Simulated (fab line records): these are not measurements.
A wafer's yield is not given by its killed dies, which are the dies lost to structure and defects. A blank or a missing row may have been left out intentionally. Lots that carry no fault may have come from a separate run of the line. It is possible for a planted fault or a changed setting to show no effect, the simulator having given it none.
Split-lot trial || flow n5Finfet || route with 1938 steps; 7 lots, 33 wafers read

== ABOUT THE SPLIT ==
At N5_BEOL_M0_SAQP_DEVELOP_13 (develop time 30 s), the setting developTimeS was moved away from the recipe's 30 s on 9 of the 33 wafers read, by -44.3% to +39.7%. All remaining wafers had this setting at the recipe value.

Split to reading: the file shows no intervening step.

== THE READING ==
Shown in nm: cdNm at N5_BEOL_M0_SAQP_CD_MEAS_14, with target cd 42.5 nm. Typical for fault-free wafers on this fab line: 42.4 nm, with standard deviation 0.38 nm.

{"wafer": "L076.1", "tool, chamber at the split": "lithoTrack-02, 0", "developTimeS as run, s": 30, "against the recipe": "recipe", "cdNm, nm": 42.5, "against lot-mates on the recipe": "-"}
{"wafer": "L076.2", "tool, chamber at the split": "lithoTrack-02, 0", "developTimeS as run, s": 30, "against the recipe": "recipe", "cdNm, nm": 41.7, "against lot-mates on the recipe": "-"}
{"wafer": "L076.4", "tool, chamber at the split": "lithoTrack-02, 0", "developTimeS as run, s": 30, "against the recipe": "recipe", "cdNm, nm": 42.2, "against lot-mates on the recipe": "-"}
{"wafer": "L077.1", "tool, chamber at the split": "lithoTrack-01, 0", "developTimeS as run, s": 30, "against the recipe": "recipe", "cdNm, nm": 42.0, "against lot-mates on the recipe": "-"}
{"wafer": "L077.2", "tool, chamber at the split": "lithoTrack-01, 0", "developTimeS as run, s": 30, "against the recipe": "recipe", "cdNm, nm": 42.3, "against lot-mates on the recipe": "-"}
{"wafer": "L077.6", "tool, chamber at the split": "lithoTrack-01, 0", "developTimeS as run, s": 16.71, "against the recipe": "-44.3%", "cdNm, nm": 43.7, "against lot-mates on the recipe": "+1.6"}
{"wafer": "L080.1", "tool, chamber at the split": "lithoTrack-01, 0", "developTimeS as run, s": 30, "against the recipe": "recipe", "cdNm, nm": 41.9, "against lot-mates on the recipe": "-"}
{"wafer": "L080.2", "tool, chamber at the split": "lithoTrack-01, 0", "developTimeS as run, s": 30, "against the recipe": "recipe", "cdNm, nm": 42.4, "against lot-mates on the recipe": "-"}
{"wafer": "L080.3", "tool, chamber at the split": "lithoTrack-01, 0", "developTimeS as run, s": 30, "against the recipe": "recipe", "cdNm, nm": 42.3, "against lot-mates on the recipe": "-"}
{"wafer": "L080.4", "tool, chamber at the split": "lithoTrack-01, 0", "developTimeS as run, s": 30, "against the recipe": "recipe", "cdNm, nm": 42.4, "against lot-mates on the recipe": "-"}
{"wafer": "L080.5", "tool, chamber at the split": "lithoTrack-01, 0", "developTimeS as run, s": 30, "against the recipe": "recipe", "cdNm, nm": 41.7, "against lot-mates on the recipe": "-"}
{"wafer": "L080.6", "tool, chamber at the split": "lithoTrack-01, 0", "developTimeS as run, s": 30, "against the recipe": "recipe", "cdNm, nm": 42.8, "against lot-mates on the recipe": "-"}
{"wafer": "L082.2", "tool, chamber at the split": "lithoTrack-01, 0", "developTimeS as run, s": 41.91, "against the recipe": "+39.7%", "cdNm, nm": 41.7, "against lot-mates on the recipe": -0.8}
{"wafer": "L082.3", "tool, chamber at the split": "lithoTrack-01, 0", "developTimeS as run, s": 30, "against the recipe": "recipe", "cdNm, nm": 42.5, "against lot-mates on the recipe": "-"}
{"wafer": "L082.5", "tool, chamber at the split": "lithoTrack-01, 0", "developTimeS as run, s": 41.91, "against the recipe": "+39.7%", "cdNm, nm": 41.4, "against lot-mates on the recipe": -1.1}
{"wafer": "L084.1", "tool, chamber at the split": "lithoTrack-01, 0", "developTimeS as run, s": 38.18, "against the recipe": "+27.3%", "cdNm, nm": 42.4, "against lot-mates on the recipe": -0.6}
{"wafer": "L084.2", "tool, chamber at the split": "lithoTrack-01, 0", "developTimeS as run, s": 30, "against the recipe": "recipe", "cdNm, nm": 42.9, "against lot-mates on the recipe": "-"}
{"wafer": "L084.3", "tool, chamber at the split": "lithoTrack-01, 0", "developTimeS as run, s": 38.18, "against the recipe": "+27.3%", "cdNm, nm": 42.0, "against lot-mates on the recipe": -1.0}
{"wafer": "L084.4", "tool, chamber at the split": "lithoTrack-01, 0", "developTimeS as run, s": 30, "against the recipe": "recipe", "cdNm, nm": 43.0, "against lot-mates on the recipe": "-"}
{"wafer": "L084.5", "tool, chamber at the split": "lithoTrack-01, 0", "developTimeS as run, s": 30, "against the recipe": "recipe", "cdNm, nm": 43.1, "against lot-mates on the recipe": "-"}
{"wafer": "L084.6", "tool, chamber at the split": "lithoTrack-01, 0", "developTimeS as run, s": 38.18, "against the recipe": "+27.3%", "cdNm, nm": 42.0, "against lot-mates on the recipe": -1.0}
{"wafer": "L093.1", "tool, chamber at the split": "lithoTrack-05, 0", "developTimeS as run, s": 16.89, "against the recipe": "-43.7%", "cdNm, nm": 44.5, "against lot-mates on the recipe": "+1.8"}
{"wafer": "L093.2", "tool, chamber at the split": "lithoTrack-05, 0", "developTimeS as run, s": 30, "against the recipe": "recipe", "cdNm, nm": 42.1, "against lot-mates on the recipe": "-"}
{"wafer": "L093.3", "tool, chamber at the split": "lithoTrack-05, 0", "developTimeS as run, s": 30, "against the recipe": "recipe", "cdNm, nm": 43.0, "against lot-mates on the recipe": "-"}
{"wafer": "L093.4", "tool, chamber at the split": "lithoTrack-05, 0", "developTimeS as run, s": 16.89, "against the recipe": "-43.7%", "cdNm, nm": 44.4, "against lot-mates on the recipe": "+1.7"}
{"wafer": "L093.5", "tool, chamber at the split": "lithoTrack-05, 0", "developTimeS as run, s": 16.89, "against the recipe": "-43.7%", "cdNm, nm": 43.9, "against lot-mates on the recipe": "+1.2"}
{"wafer": "L093.6", "tool, chamber at the split": "lithoTrack-05, 0", "developTimeS as run, s": 30, "against the recipe": "recipe", "cdNm, nm": 43.1, "against lot-mates on the recipe": "-"}
{"wafer": "L095.1", "tool, chamber at the split": "lithoTrack-02, 0", "developTimeS as run, s": 30, "against the recipe": "recipe", "cdNm, nm": 42.2, "against lot-mates on the recipe": "-"}
{"wafer": "L095.2", "tool, chamber at the split": "lithoTrack-02, 0", "developTimeS as run, s": 30, "against the recipe": "recipe", "cdNm, nm": 41.8, "against lot-mates on the recipe": "-"}
{"wafer": "L095.3", "tool, chamber at the split": "lithoTrack-02, 0", "developTimeS as run, s": 30, "against the recipe": "recipe", "cdNm, nm": 42.0, "against lot-mates on the recipe": "-"}
{"wafer": "L095.4", "tool, chamber at the split": "lithoTrack-02, 0", "developTimeS as run, s": 30, "against the recipe": "recipe", "cdNm, nm": 42.2, "against lot-mates on the recipe": "-"}
{"wafer": "L095.5", "tool, chamber at the split": "lithoTrack-02, 0", "developTimeS as run, s": 30, "against the recipe": "recipe", "cdNm, nm": 41.9, "against lot-mates on the recipe": "-"}
{"wafer": "L095.6", "tool, chamber at the split": "lithoTrack-02, 0", "developTimeS as run, s": 30, "against the recipe": "recipe", "cdNm, nm": 42.2, "against lot-mates on the recipe": "-"}

FIT RESULTS
A straight line over all 33 wafers: cdNm changes by -0.0299 nm for each +1% of developTimeS; r = -0.79; the points scatter about the line by 0.47 nm.
The same after taking each lot's own level away (the mean of its wafers on the recipe; 33 wafers): -0.0318 nm for each +1%; r = -0.92; scatter 0.29 nm.
Per that fit: largest developTimeS move, reading shift of 1.4 nm.
Measured against the standard deviation above, the lots' own levels, which go from 42.05 to 43.00 nm, span 2.5 times it.
So the lot-to-lot level blurs the effect unless lot-mates are compared.
Check: for one of the wafers moved furthest among these (-44.3%), held out of the fit, the line's prediction against its lot-mates is +1.42 nm. It came out at +1.55 nm against them.

== OTHER SPLITS APPLIED TO THESE WAFERS ==
Before the reading, these wafers also passed through other splits. Each is held against what the fit with the lots' levels taken away leaves over:
{"other split on the same wafers": "N5_ZERO_LAYER_DEVELOP_10 developTimeS", "wafers away from the commonest value": 13, "r with cdNm (lot level and that fit taken away)": "+0.03"}
{"other split on the same wafers": "N5_FIN_SAQP_ETCH_65 timeS", "wafers away from the commonest value": 16, "r with cdNm (lot level and that fit taken away)": "+0.26"}
{"other split on the same wafers": "N5_HKMG_FIN_NWFM_ALD_20 aldCycles", "wafers away from the commonest value": 11, "r with cdNm (lot level and that fit taken away)": "+0.06"}

== FILE'S OWN FIT ==
cdNm changes by -0.0321 nm for each +1% of developTimeS, r = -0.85.
